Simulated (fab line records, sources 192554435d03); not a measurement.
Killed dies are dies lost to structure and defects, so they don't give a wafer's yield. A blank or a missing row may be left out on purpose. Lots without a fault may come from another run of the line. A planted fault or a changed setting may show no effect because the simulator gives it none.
A struck lot beside a sound one | flow n5_finfet | 21 steps out of a route of 1938
Sound: wafers L850.4, L850.5, L850.6. Struck: wafers L858.1, L858.4, L858.5. The cause comes at the end.
At each step with rows: each side's tool, then ch and its chambers, then its first start. Under that, the readings that differ: sound wafers | struck wafers | difference of the means | sigmas: that difference in standard deviations of wafers without a fault.
alike: readings whose means differ by less than 2 such deviations, and words and numbers that are the same on both sides. not compared: withheld readings, readings that some wafer has no value for, bounds like >300 that may hide the same value, and numbers for which the record gives no deviation and whose values overlap.
The two part at a step that has a row with sigmas, a row that says differs or no value, or rows on one side only. Numbers that don't overlap but have no deviation are shown without sigmas and don't part them. A reading that every wafer of one side lacks parts them only if that side has two wafers or more.

first, 9 steps without rows for these wafers: N5_BEOL_M0_SAQP_EBR_10; N5_BEOL_M0_SAQP_SOFTBAKE_09 (time 60 s); N5_BEOL_M0_SAQP_EXPOSE_11 (exposes mask M0 CORE, target cd 42 nm); N5_BEOL_M0_SAQP_PEB_12 (peb time 60 s); N5_BEOL_M0_SAQP_DEVELOP_13 (develop time 30 s); N5_BEOL_M0_SAQP_DESCUM_19 (chemistry O2, time 7.9 s); N5_BEOL_M0_SAQP_ETCH_83 (etches SiARC in CF4, target depth 39 nm, time 65 s); N5_BEOL_M0_SAQP_ETCH_84 (etches SOC in N2/H2, target depth 100 nm, overetch 20 nm, time 150 s); N5_BEOL_M0_SAQP_STRIP_80 (strips in N2/H2).
N5_BEOL_M0_SAQP_HM_OPEN_112: chemistry CHF3/O2, target SiO2, stops on a-Si, target depth 12 nm, time 13.5 s.
  sound on rie_diel-05 ch 0,1, day 5 16:46; struck on rie_diel-05 ch 0,1, day 7 13:38
  reading                                         | sound          | struck               | difference | sigmas
  over_etch_frac                                  | 1.25 1.25 1.25 | 2.3493 2.3493 2.3493 | +1.0993    |
  model.SOC_of_BEOL_M0_SAQP_COAT_81.thk_nm (nm)   | 100 99.8 99.6  | 94.6 93.8 94         | -5.7       |
  model.SiARC_of_BEOL_M0_SAQP_COAT_82.thk_nm (nm) | 4.4 4.4 5.2    | 0 0 0                | -5         |
  model.a-Si_of_BEOL_M0_SAQP_PECVD_04.thk_nm (nm) | 61.2 60.2 60.8 | 55.8 58 58.2         | -3.4       |
  alike: drypump_motor_current_A, oes_product_au, rf_vpp_V, showerhead_plenum_p_Torr, throttle_valve_pct
  not compared: rf_hours_counter_h
then, 1 step without rows for these wafers: N5_BEOL_M0_SAQP_STRIP_113 (strips in CHF3/O2).
N5_BEOL_M0_SAQP_MANDREL_ETCH_20: etches a-Si in HBr/Cl2, stops on SiNx, target depth 60 nm, bt time 10 s, time 30 s.
  sound on rie_si-06 ch 0,1,3, day 5 16:51; struck on rie_si-06 ch 1,3, day 7 13:43
  reading                                       | sound             | struck            | difference | sigmas
  oes_product_au (a.u.)                         | 0.797 0.803 0.790 | 0.744 0.783 0.784 | -0.026     | -2
  model.SOC_of_BEOL_M0_SAQP_COAT_81.thk_nm (nm) | 76 76.4 75.4      | 69.8 69.8 70      | -6.1       |
  model.etch.depth_nm (nm)                      | 61.17 60.27 60.8  | 55.8 58.08 58.11  | -3.4       |
  alike: drypump_motor_current_A, throttle_valve_pct
  not compared: rf_hours_counter_h
then, 5 steps without rows for these wafers: N5_BEOL_M0_SAQP_STRIP_86 (strips in N2/H2); N5_BEOL_M0_SAQP_STRIP_115 (strips in post etch residue remover, time 60 s); N5_BEOL_M0_SAQP_SRD_93 (time 30 s); N5_BEOL_M0_SAQP_RECESS_114 (chemistry HF/NH3, target SiO2, target depth 14.4 nm, afs cycles 3, sublimation time 60 s); N5_BEOL_M0_SAQP_SPACER1_ALD_98 (deposits SiO2, target thk 12.8 nm, pulse time 1 s, purge time 2 s).
N5_BEOL_M0_SAQP_SPACER1_ETCHBACK_99: etches SiO2 in CHF3/O2, target depth 15.4 nm, time 7.7 s.
  sound on rie_diel-05 ch 0,2,3, day 5 18:01; struck on rie_diel-03 ch 1,3, day 7 14:49
  reading                                         | sound          | struck         | difference | sigmas
  model.a-Si_of_BEOL_M0_SAQP_PECVD_04.thk_nm (nm) | 60.6 59.6 60.2 | 55.2 57.4 57.4 | -3.5       |
  alike: drypump_motor_current_A, oes_product_au, rf_vpp_V, showerhead_plenum_p_Torr, throttle_valve_pct
  not compared: rf_hours_counter_h
then, 1 step without rows for these wafers: N5_BEOL_M0_SAQP_MANDREL1_REMOVE_100 (chemistry HBr/Cl2/O2, target a-Si, stops on SiNx, bt time 10 s).
-- the record jumps here: 2 days lie between the struck wafers' starts before and after (it left off in module BEOL_M0_SAQP and takes up again in module BEOL_M4, whose first step shown is number 1111 of the route) --
N5_BEOL_M4_RC_MEAS_101:
  sound on prober-02 ch 0, day 7 18:58; struck on prober-01 ch 0, day 9 16:57
  alike: DIBL_N, DIBL_P, IOFF_N, IOFF_P, ION_N, ION_P, SS_N, SS_P, VT_N, VT_P
N5_PASSIVATION_PROBE_49:
  the record has rows for the sound wafers here (prober-02, day 11 22:53) and none for the struck ones

WHERE THEY PART
First at N5_BEOL_M0_SAQP_MANDREL_ETCH_20; last, within this record, at N5_PASSIVATION_PROBE_49.

WHY: what the simulator had put in
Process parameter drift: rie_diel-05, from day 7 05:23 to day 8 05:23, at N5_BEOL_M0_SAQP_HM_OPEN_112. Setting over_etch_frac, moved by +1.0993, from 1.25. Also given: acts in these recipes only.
